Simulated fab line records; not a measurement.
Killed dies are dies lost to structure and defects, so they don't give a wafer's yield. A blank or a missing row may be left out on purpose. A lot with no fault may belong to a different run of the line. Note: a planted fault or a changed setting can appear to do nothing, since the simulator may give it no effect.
Which tool did it? ; flow n5Finfet ; 14 lots, 42 wafers sampled, at 5 steps of a route of 1938

WHAT THE GAUGES READ, wafer by wafer
N5_BEOL_M7_CD_MEAS_18: pitch 80 nm, target cd 40 nm. Usual: cdNm reads 40.1 nm (standard deviation 0.43).
lot;measured;on;cdNm (nm);flag
L161;day 9 01:34;cdSem-01;39.7 40.2 39.7;
L162;day 9 03:44;cdSem-01;39.7 39.4 40.2;
L164;day 9 14:33;cdSem-01;- - -;OFF
L165;day 9 20:50;cdSem-02;- - -;OFF
L173;day 11 23:10;cdSem-02;40.2 40.2 39.3;
L174;day 12 16:16;cdSem-01;40.2 40.2 40.3;
L177;day 12 19:33;cdSem-03;40.9 40.2 40.4;
L179;day 12 22:14;cdSem-02;40.3 40.3 40.2;
L176;day 12 23:26;cdSem-03;39.9 40.3 40.3;
L178;day 13 01:01;cdSem-01;40.9 40.1 39.5;
L180;day 14 00:12;cdSem-01;40.2 39.8 40.1;
L183;day 14 21:06;cdSem-02;38.8 39.8 40.0;
L182;day 15 01:34;cdSem-03;40.3 40.1 39.5;
L184;day 15 06:49;cdSem-01;40.5 40.5 40.6;

TOOL THAT RAN EACH LOT (tool first, then ch and the chambers of the sampled wafers, then the start)
lot;N5_BEOL_M6_SURFACE_TREAT_79;N5_BEOL_M7_ETCH_61;N5_BEOL_M7_ETCH_62;N5_BEOL_M7_HM_OPEN_17
L161;pvdSputter-03, day 8 21:53;rieDiel-05 ch 0,1,2, day 9 01:04;rieDiel-05 ch 0,1,2, day 9 01:07;rieMetal-03 ch 0, day 9 01:20
L162;pvdSputter-03, day 8 22:01;rieDiel-01 ch 0,1,2, day 9 03:17;rieDiel-01 ch 0,1,2, day 9 03:20;rieMetal-03 ch 0,1, day 9 03:31
L164;pvdSputter-02, day 9 10:24;rieDiel-01 ch 2,3, day 9 14:07;rieDiel-01 ch 2,3, day 9 14:10;rieMetal-01 ch 0,1, day 9 14:23
L165;pvdSputter-03, day 9 17:14;rieDiel-02 ch 1,2,3, day 9 20:24;rieDiel-02 ch 1,2,3, day 9 20:27;rieMetal-01 ch 0,1, day 9 20:40
L173;pvdSputter-02, day 11 18:29;rieDiel-05 ch 0,2,3, day 11 22:29;rieDiel-05 ch 0,2,3, day 11 22:32;rieMetal-02 ch 1, day 11 22:46
L174;pvdSputter-03, day 12 11:22;rieDiel-01 ch 0,2,3, day 12 15:39;rieDiel-01 ch 0,2,3, day 12 15:43;rieMetal-02 ch 0,1, day 12 15:53
L177;pvdSputter-02, day 12 15:31;rieDiel-05 ch 0,1,2, day 12 19:07;rieDiel-05 ch 0,1,2, day 12 19:10;rieMetal-01 ch 1, day 12 19:22
L179;pvdSputter-02, day 12 18:25;rieDiel-05 ch 0,1,2, day 12 21:48;rieDiel-05 ch 0,1,2, day 12 21:51;rieMetal-01 ch 0,1, day 12 22:02
L176;pvdSputter-02, day 12 19:54;rieDiel-02 ch 1,2,3, day 12 23:01;rieDiel-02 ch 1,2,3, day 12 23:04;rieMetal-02 ch 0,1, day 12 23:16
L178;pvdSputter-02, day 12 20:06;rieDiel-01 ch 0,2, day 13 00:33;rieDiel-01 ch 0,2, day 13 00:36;rieMetal-02 ch 0,1, day 13 00:47
L180;pvdSputter-01, day 13 17:25;rieDiel-05 ch 0,1,2, day 13 23:41;rieDiel-05 ch 0,1,2, day 13 23:45;rieMetal-01 ch 0,1, day 13 23:58
L183;pvdSputter-02, day 14 11:53;rieDiel-02 ch 0,1,3, day 14 20:40;rieDiel-02 ch 0,1,3, day 14 20:44;rieMetal-01 ch 0,1, day 14 20:55
L182;pvdSputter-02, day 14 20:55;rieDiel-01 ch 0,1,2, day 15 00:59;rieDiel-01 ch 0,1,2, day 15 01:03;rieMetal-01 ch 1, day 15 01:16
L184;pvdSputter-01, day 15 01:34;rieDiel-02 ch 2,3, day 15 06:14;rieDiel-02 ch 2,3, day 15 06:18;rieMetal-01 ch 1, day 15 06:31
- N5_BEOL_M6_SURFACE_TREAT_79
- N5_BEOL_M7_ETCH_61: etches SiARC in CF4, target depth 45.5 nm, time 75.8 s.
- N5_BEOL_M7_ETCH_62: etches SOC in N2/H2, target depth 110 nm, overetch 22 nm, time 165 s.
- N5_BEOL_M7_HM_OPEN_17: chemistry Cl2/BCl3, target TiN, target depth 20 nm, overetch 6 nm.

WHAT THE TOOLS THEMSELVES READ (means of the sampled wafers that have a number; where no wafer has one, the mark that the record gives instead)
N5_BEOL_M7_ETCH_61. Usual: cf4FlowSccm 99.97 sccm, standard deviation 0.26; drypumpMotorCurrentA 5.9 A, standard deviation 0.33; etchRfOnTimeS 75.2 s, standard deviation 1.3; oesProductAu 0.68 a.u., standard deviation 0.077; rfVppV 184.2 V, standard deviation 0.99; showerheadPlenumPTorr 2.16 Torr, standard deviation 0.038; throttleValvePct 15.60 %, standard deviation 0.25.
lot;tool;cf4FlowSccm (sccm);drypumpMotorCurrentA (A);etchRfOnTimeS (s);oesProductAu (a.u.);rfVppV (V);showerheadPlenumPTorr (Torr);throttleValvePct (%);flag
L161;rieDiel-05;100.15;5.8;75.8;0.73;184.6;2.17;15.46;
L162;rieDiel-01;99.91;5.9;76.0;0.58;183.5;2.17;15.78;
L164;rieDiel-01;99.98;5.6;77.0;0.61;183.5;2.16;15.93;
L165;rieDiel-02;99.79;6.1;73.9;0.69;184.5;2.16;15.64;
L173;rieDiel-05;99.85;5.9;75.5;0.66;184.7;2.17;15.62;
L174;rieDiel-01;99.86;5.9;75.9;0.67;184.1;2.15;15.69;
L177;rieDiel-05;100.17;5.8;74.7;0.70;184.3;2.16;15.50;
L179;rieDiel-05;100.14;5.8;75.6;0.70;184.6;2.16;15.51;
L176;rieDiel-02;99.67;6.1;74.4;0.66;184.1;2.15;15.69;
L178;rieDiel-01;99.81;5.8;76.6;0.63;185.5;2.19;15.73;
L180;rieDiel-05;100.12;5.8;74.9;0.70;184.5;2.16;15.53;
L183;rieDiel-02;99.93;5.8;76.4;0.61;184.3;2.13;15.71;
L182;rieDiel-01;99.85;5.9;74.9;0.79;185.3;2.16;15.35;
L184;rieDiel-02;99.70;6.1;73.5;0.70;184.6;2.16;15.61;

N5_BEOL_M7_ETCH_62. Usual: drypumpMotorCurrentA 5.9 A, standard deviation 0.33; oesProductAu 0.68 a.u., standard deviation 0.073; rfVppV 524.3 V, standard deviation 1.5; showerheadPlenumPTorr 2.56 Torr, standard deviation 0.048; throttleValvePct 17.81 %, standard deviation 0.28.
lot;tool;drypumpMotorCurrentA (A);oesProductAu (a.u.);rfVppV (V);showerheadPlenumPTorr (Torr);throttleValvePct (%);flag
L161;rieDiel-05;5.8;0.72;524.3;2.58;17.67;
L162;rieDiel-01;5.9;0.58;524.3;2.58;17.91;
L164;rieDiel-01;5.6;0.61;524.2;2.56;18.15;
L165;rieDiel-02;6.1;0.67;524.0;2.55;17.84;
L173;rieDiel-05;5.9;0.65;525.0;2.59;17.88;
L174;rieDiel-01;5.9;0.67;524.4;2.55;17.90;
L177;rieDiel-05;5.8;0.69;524.6;2.57;17.72;
L179;rieDiel-05;5.8;0.69;524.7;2.57;17.71;
L176;rieDiel-02;6.1;0.65;523.6;2.54;17.88;
L178;rieDiel-01;5.8;0.63;525.5;2.60;17.93;
L180;rieDiel-05;5.8;0.69;524.4;2.57;17.73;
L183;rieDiel-02;5.8;0.61;523.9;2.54;17.93;
L182;rieDiel-01;5.9;0.78;524.9;2.56;17.54;
L184;rieDiel-02;6.1;0.68;524.3;2.56;17.76;

N5_BEOL_M7_HM_OPEN_17. Usual: bcl3FlowSccm 21.75 sccm, standard deviation 0.061; biasW 126.0 W, standard deviation 0.35; drypumpMotorCurrentA 5.7 A, standard deviation 0.57; oesProductAu 0.67 a.u., standard deviation 0.095; throttleValvePct 21.98 %, standard deviation 0.14.
lot;tool;bcl3FlowSccm (sccm);biasW (W);drypumpMotorCurrentA (A);oesProductAu (a.u.);throttleValvePct (%);flag
L161;rieMetal-03;21.66;126.1;5.5;0.52;22.05;
L162;rieMetal-03;21.74;126.0;6.0;0.74;22.14;
L164;rieMetal-01;-;-;-;-;-;OFF
L165;rieMetal-01;-;-;-;-;-;OFF
L173;rieMetal-02;21.82;126.1;6.0;0.76;21.97;
L174;rieMetal-02;21.76;126.0;5.6;0.72;21.98;
L177;rieMetal-01;21.67;125.4;5.2;0.66;21.82;
L179;rieMetal-01;21.80;125.6;6.0;0.59;22.01;
L176;rieMetal-02;21.80;126.0;5.6;0.72;21.98;
L178;rieMetal-02;21.77;126.2;5.2;0.69;22.00;
L180;rieMetal-01;21.70;126.2;6.0;0.57;22.03;
L183;rieMetal-01;21.73;126.2;5.6;0.61;21.94;
L182;rieMetal-01;21.78;126.2;5.2;0.65;21.82;
L184;rieMetal-01;21.76;126.1;5.2;0.65;21.83;

THE ANSWER, worked out from the rows above alone
Rule: take the mean of a lot's wafers that have a number; if it is more than 3 standard deviations from the usual mean, the lot is off. Also off: a lot with no number at a reading for which 4 or more lots have one. Any other lot the step has rows for is counted as sound. The gauges are gone through in route order, then the tools' own readings, and for those a lot's mean is taken as printed above. At the first step where some lot is off, the reading lying furthest off is the one used; lots without a number count as furthest.
Off: L164, L165 (N5_BEOL_M7_CD_MEAS_18, cdNm). Without a number there: L164, L165.
A tool fits if, at a process step before that reading, it ran every lot that is off, and no sound lot after the first of them. The gauges at N5_BEOL_M7_CD_MEAS_18 aren't tried: what is off there is off at N5_BEOL_M7_HM_OPEN_17 too, on other tools, and a gauge's error can't cause that. No candidate that was tried fits.

WHAT THE SIMULATOR PUT IN
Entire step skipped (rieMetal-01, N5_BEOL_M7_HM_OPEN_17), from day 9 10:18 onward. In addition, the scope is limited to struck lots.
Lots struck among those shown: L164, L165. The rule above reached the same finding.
